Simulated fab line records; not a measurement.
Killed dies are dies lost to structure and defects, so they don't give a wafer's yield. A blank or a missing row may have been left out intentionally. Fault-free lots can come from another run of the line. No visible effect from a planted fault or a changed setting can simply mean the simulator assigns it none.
Which tool did it?	flow nand_harc	11 lots, 33 wafers sampled, at 4 steps of a route of 1302

## WHAT THE GAUGES SHOWED, per wafer
Not one reading of a measure or inspect step in the record can be checked against a usual standard deviation.

## WHICH TOOL RAN EACH LOT (tool, then ch and the chambers of the sampled wafers, then the start)
lot	NHARC_A_CHANNEL_HOLE_D2_ETCH_44	NHARC_A_CHANNEL_FILL_D2_ALD_14	NHARC_A_CHANNEL_FILL_D2_STRIP_28	NHARC_A_CHANNEL_FILL_D2_ETCHBACK_08
L225	rie_diel-13 ch 1,2,3, day 14 17:44	ald_hk-04 ch 0,1,3, day 15 01:23	rie_diel-03 ch 0,2,3, day 15 18:35	rie_diel-03 ch 1,2, day 16 11:29
L227	rie_diel-11 ch 0,2,3, day 15 01:05	ald_hk-02 ch 0,1,3, day 15 09:44	rie_diel-06 ch 0,1,3, day 16 05:29	rie_diel-06 ch 0,1,3, day 16 22:53
L230	rie_diel-02 ch 0,2,3, day 16 07:50	ald_hk-01 ch 0,2,3, day 16 16:02	rie_diel-03 ch 1,3, day 17 08:50	rie_diel-03 ch 0,1,2, day 18 01:35
L229	rie_diel-11 ch 1,2, day 16 12:13	ald_hk-01 ch 0,1,3, day 16 20:32	rie_diel-06 ch 0,1,3, day 17 15:07	rie_diel-06 ch 2,3, day 18 12:53
L234	rie_diel-02 ch 0,1,3, day 18 05:11	ald_hk-01 ch 0,1,2, day 18 14:47	rie_diel-01 ch 1,2,3, day 19 08:02	rie_diel-06 ch 0,2,3, day 20 03:16
L236	rie_diel-02 ch 0,2, day 19 14:51	ald_hk-02 ch 1,2, day 19 23:02	rie_diel-06 ch 0,2,3, day 20 16:10	rie_diel-03 ch 0,3, day 21 11:01
L238	rie_diel-11 ch 0,1, day 20 10:04	ald_hk-01 ch 0,1,3, day 20 18:23	rie_diel-01 ch 0,1,2, day 21 11:47	rie_diel-03 ch 1,2, day 22 04:32
L239	rie_diel-13 ch 0,1, day 20 12:55	ald_hk-02 ch 1,2, day 20 22:26	rie_diel-03 ch 1,2,3, day 21 21:10	rie_diel-03 ch 0,1,3, day 22 14:29
L240	rie_diel-11 ch 0,2, day 20 13:48	ald_hk-02 ch 0,1,3, day 20 22:44	rie_diel-01 ch 2,3, day 21 21:10	rie_diel-06 ch 1,3, day 22 14:26
L242	rie_diel-11 ch 0,3, day 21 11:49	ald_hk-02 ch 0,1,2, day 21 20:02	rie_diel-03 ch 2,3, day 22 13:57	rie_diel-06 ch 2,3, day 23 10:22
L244	rie_diel-11 ch 0,2,3, day 22 05:31	ald_hk-01 ch 0,1,2, day 22 13:28	rie_diel-03 ch 0,2,3, day 23 09:52	rie_diel-01 ch 1,2,3, day 24 05:35
- NHARC_A_CHANNEL_HOLE_D2_ETCH_44: etches the open film in CF4/O2, target depth 140 nm, overetch 14 nm, time 77 s.
- NHARC_A_CHANNEL_FILL_D2_ALD_14: deposits SiO2, target thk 2.5 nm, pulse time 10 s, ald cycles 25.
- NHARC_A_CHANNEL_FILL_D2_STRIP_28: strips in O2, time 20 s.
- NHARC_A_CHANNEL_FILL_D2_ETCHBACK_08: etches the open film in C4F8, target depth 220 nm, time 110 s.

## AS READ BY THE TOOLS THEMSELVES (means over the sampled wafers that have a number; for cases with no such wafer, the mark the record gives instead)
NHARC_A_CHANNEL_HOLE_D2_ETCH_44. Usual: drypump_motor_current_A 5.6 A, standard deviation 0.4; oes_product_au 0.999 a.u., standard deviation 0.0076; rf_fwd_power_W 297.8 W, standard deviation 1.1; rf_vpp_V 197.5 V, standard deviation 1.4; showerhead_plenum_p_Torr 1.32 Torr, standard deviation 0.052; throttle_valve_pct 13.399 %, standard deviation 0.009.
lot	tool	drypump_motor_current_A (A)	oes_product_au (a.u.)	rf_fwd_power_W (W)	rf_vpp_V (V)	showerhead_plenum_p_Torr (Torr)	throttle_valve_pct (%)	flag
L225	rie_diel-13	5.6	0.984	298.9	197.5	1.31	13.393	
L227	rie_diel-11	5.7	0.997	298.3	196.2	1.28	13.401	
L230	rie_diel-02	5.7	1.007	297.5	197.8	1.35	13.404	
L229	rie_diel-11	5.0	1.000	297.6	197.4	1.32	13.404	
L234	rie_diel-02	5.7	0.997	298.9	198.4	1.37	13.411	
L236	rie_diel-02	5.5	1.002	297.9	197.7	1.33	13.400	
L238	rie_diel-11	5.8	0.998	297.9	197.9	1.32	13.400	
L239	rie_diel-13	5.3	1.003	298.4	195.7	1.26	13.396	
L240	rie_diel-11	5.7	0.999	299.0	196.3	1.28	13.401	
L242	rie_diel-11	6.1	1.006	297.8	197.2	1.28	13.405	
L244	rie_diel-11	5.7	0.995	297.0	196.2	1.27	13.397	

NHARC_A_CHANNEL_FILL_D2_ALD_14. Usual: heater_power_w 478 W, standard deviation 45; precursor_pulse_height_rel 1.001, standard deviation 0.02.
lot	tool	heater_power_w (W)	precursor_pulse_height_rel	flag
L225	ald_hk-04	463	1.011	
L227	ald_hk-02	467	1.003	
L230	ald_hk-01	446	1.009	
L229	ald_hk-01	493	0.998	
L234	ald_hk-01	485	1.022	
L236	ald_hk-02	485	0.995	
L238	ald_hk-01	494	0.984	
L239	ald_hk-02	501	1.022	
L240	ald_hk-02	467	0.982	
L242	ald_hk-02	497	0.990	
L244	ald_hk-01	488	1.000	

NHARC_A_CHANNEL_FILL_D2_STRIP_28. Usual: drypump_motor_current_A 5.5 A, standard deviation 0.44; oes_product_au 0.999 a.u., standard deviation 0.0084; rf_vpp_V 57.7 V, standard deviation 0.84; showerhead_plenum_p_Torr 3.53 Torr, standard deviation 0.12; throttle_valve_pct 17.037 %, standard deviation 0.0095.
lot	tool	drypump_motor_current_A (A)	oes_product_au (a.u.)	rf_vpp_V (V)	showerhead_plenum_p_Torr (Torr)	throttle_valve_pct (%)	flag
L225	rie_diel-03	5.3	0.996	57.4	3.49	17.048	
L227	rie_diel-06	5.6	0.992	57.7	3.56	17.033	
L230	rie_diel-03	5.5	0.999	57.9	3.59	17.047	
L229	rie_diel-06	5.6	1.001	57.7	3.56	17.043	
L234	rie_diel-01	5.6	1.014	57.7	3.54	17.032	
L236	rie_diel-06	5.5	0.994	56.9	3.57	17.035	
L238	rie_diel-01	5.9	1.013	57.7	3.58	17.030	
L239	rie_diel-03	5.2	1.006	57.8	3.53	17.032	
L240	rie_diel-01	5.6	1.008	57.4	3.46	17.037	
L242	rie_diel-03	5.0	0.999	57.1	3.53	17.034	
L244	rie_diel-03	5.3	0.996	58.5	3.49	17.036	

NHARC_A_CHANNEL_FILL_D2_ETCHBACK_08. Usual: oes_product_au 0.96 a.u., standard deviation 0.038; rf_fwd_power_W 596.6 W, standard deviation 2.1; rf_vpp_V 440.6 V, standard deviation 2; run_length_s 131.2 s, standard deviation 0.52.
lot	tool	oes_product_au (a.u.)	rf_fwd_power_W (W)	rf_vpp_V (V)	run_length_s (s)	flag
L225	rie_diel-03	0.92	596.9	440.4	130.6	
L227	rie_diel-06	0.92	594.7	441.5	131.3	
L230	rie_diel-03	0.94	596.3	440.0	131.1	
L229	rie_diel-06	0.92	597.6	438.8	131.5	
L234	rie_diel-06	0.99	597.1	442.0	131.2	
L236	rie_diel-03	1.00	597.8	440.8	132.1	
L238	rie_diel-03	1.00	598.2	439.4	154.6	OFF
L239	rie_diel-03	0.91	595.6	440.4	155.3	OFF
L240	rie_diel-06	0.96	594.4	438.8	131.5	
L242	rie_diel-06	0.99	597.5	439.4	131.7	
L244	rie_diel-01	1.01	595.9	440.8	131.5	

## THE ANSWER, worked out from the rows above alone
Rule: lot off if the mean of its wafers having a number is beyond 3 standard deviations from the usual mean. A lot without any number at a reading at which 4 lots or more have one is off too. All remaining lots with rows at the step are treated as sound. The gauges are gone through in route order, then the tools' own readings, and for those a lot's mean is taken as printed above. At the first step where some lot is off, the reading lying furthest off is the one used; lots without a number count as furthest.
Off: L238, L239, at NHARC_A_CHANNEL_FILL_D2_ETCHBACK_08 (run_length_s).
If a tool, at that step or one of the process steps before it, ran each lot that is off and ran no sound lot following the first of them, it fits. One candidate fits, namely rie_diel-03 at NHARC_A_CHANNEL_FILL_D2_ETCHBACK_08. A fault onset in the window from L236 (day 21 11:01, its last sound lot) to L238 (day 22 04:32, its first lot off) fits.
On the lots that are off, the tool's own readings at NHARC_A_CHANNEL_FILL_D2_ETCHBACK_08 differ by more than 5 times the standard deviation of the sound lots' means, which bears it out; run_length_s reads 154.9 s there versus 131.4 s on the sound lots.

## WHAT THE SIMULATOR HAD PUT IN
rie_diel-03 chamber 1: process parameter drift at NHARC_A_CHANNEL_FILL_D2_ETCHBACK_08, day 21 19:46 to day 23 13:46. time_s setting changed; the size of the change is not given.
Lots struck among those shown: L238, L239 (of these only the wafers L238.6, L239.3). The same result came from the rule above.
